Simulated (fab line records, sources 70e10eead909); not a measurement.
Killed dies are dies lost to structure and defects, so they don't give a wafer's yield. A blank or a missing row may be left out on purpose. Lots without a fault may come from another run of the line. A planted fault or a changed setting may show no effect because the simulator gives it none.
A struck lot beside a sound one | flow nand_harc | 13 steps out of a route of 1159
Sound: wafers L387.2, L387.3, L387.4. Struck: wafers L383.1, L383.4, L383.6. The cause comes at the end.
At each step with rows: each side's tool, then ch and its chambers, then its first start. Under that, the readings that differ: sound wafers | struck wafers | difference of the means | sigmas: that difference in standard deviations of wafers without a fault.
alike: readings whose means differ by less than 2 such deviations, and words and numbers that are the same on both sides. not compared: withheld readings, readings that some wafer has no value for, bounds like >300 that may hide the same value, and numbers for which the record gives no deviation and whose values overlap.
The two part at a step that has a row with sigmas, a row that says differs or no value, or rows on one side only. Numbers that don't overlap but have no deviation are shown without sigmas and don't part them. A reading that every wafer of one side lacks parts them only if that side has two wafers or more.

first, 1 step without rows for these wafers: NHARC_A_SLIT_SRD_20.
NHARC_A_SLIT_CD_MEAS_21:
  sound on cd_sem-03, day 18 11:46; struck on cd_sem-01, day 17 18:35
  reading    | sound             | struck            | difference | sigmas
  cd_nm (nm) | 288.9 288.7 289.1 | 291.0 290.3 290.4 | +1.7       | +2
then, 3 steps without rows for these wafers: NHARC_A_SIN_REMOVE_WET_00 (chemistry H3PO4, time 15300 s); NHARC_A_SIN_REMOVE_PRECLEAN_01 (cleans in SC1); NHARC_A_SIN_REMOVE_SRD_02.
NHARC_A_SIN_REMOVE_INSPECT_04:
  sound on defect_inspect-02, day 18 19:26; struck on defect_inspect-01, day 18 02:14
  alike: raw_defect_count
NHARC_A_WL_FILL_ALD_00: deposits Al2O3, target thk 3 nm, pulse time 3 s, ald cycles 30.
  sound on ald_hk-02 ch 1,2,3, day 18 19:29; struck on ald_hk-02 ch 0,2,3, day 18 02:18
  alike: heater_power_w, precursor_pulse_height_rel
NHARC_A_WL_FILL_RTA_01: time 5 s.
  sound on rtp_anneal-01 ch 0, day 18 19:47; struck on rtp_anneal-02 ch 0, day 18 02:34
  alike: lamp_power_pct, wafer_temp_C_max
NHARC_A_WL_FILL_ALD_02: deposits TiN, target thk 2 nm, pulse time 3 s, ald cycles 100.
  sound on ald_metal-03 ch 1,2,3, day 18 19:59; struck on ald_metal-03 ch 1,2,3, day 18 02:49
  alike: heater_power_w, precursor_pulse_height_rel
NHARC_A_WL_FILL_CVD_03: deposits W, target thk 40 nm, time 3302 s.
  sound on cvd_w-01 ch 0,1, day 18 22:29; struck on cvd_w-01 ch 0,1, day 18 05:57
  alike: heater_power_w, mfc_h2_sccm, throttle_valve_pct
NHARC_A_WL_FILL_ETCHBACK_04: etches the open film in NF3, target depth 60 nm, time 120 s.
  sound on rie_metal-01 ch 0,1, day 19 01:46; struck on rie_metal-02 ch 0, day 18 09:16
  reading               | sound             | struck            | difference | sigmas
  oes_product_au (a.u.) | 1.002 1.003 0.975 | 1.017 1.014 0.998 | +0.016     | +2
  run_length_s (s)      | 141.1 141.7 140.2 | 98.8 98.5 98.6    | -42.4      | -94
  alike: drypump_motor_current_A
  not compared: rf_hours_counter_h
NHARC_A_WL_FILL_ETCHBACK_05: etches the open film in Cl2/BCl3, target depth 22 nm, time 60 s.
  sound on rie_metal-01 ch 0,1, day 19 02:01; struck on rie_metal-02 ch 0, day 18 09:42
  alike: drypump_motor_current_A, oes_product_au, run_length_s, temp_c
  not compared: rf_hours_counter_h
-- the record jumps here: 4 days lie between the struck wafers' starts before and after (it left off in module A_WL_FILL and takes up again in module END, whose first step shown is number 1159 of the route) --
NHARC_END_SORT_01:
  the record has rows for the struck wafers here (prober-01 ch 0, day 22 13:10) and none for the sound ones

WHERE THEY PART
First at NHARC_A_SLIT_CD_MEAS_21; last, within this record, at NHARC_END_SORT_01.

WHY: what the simulator had put in
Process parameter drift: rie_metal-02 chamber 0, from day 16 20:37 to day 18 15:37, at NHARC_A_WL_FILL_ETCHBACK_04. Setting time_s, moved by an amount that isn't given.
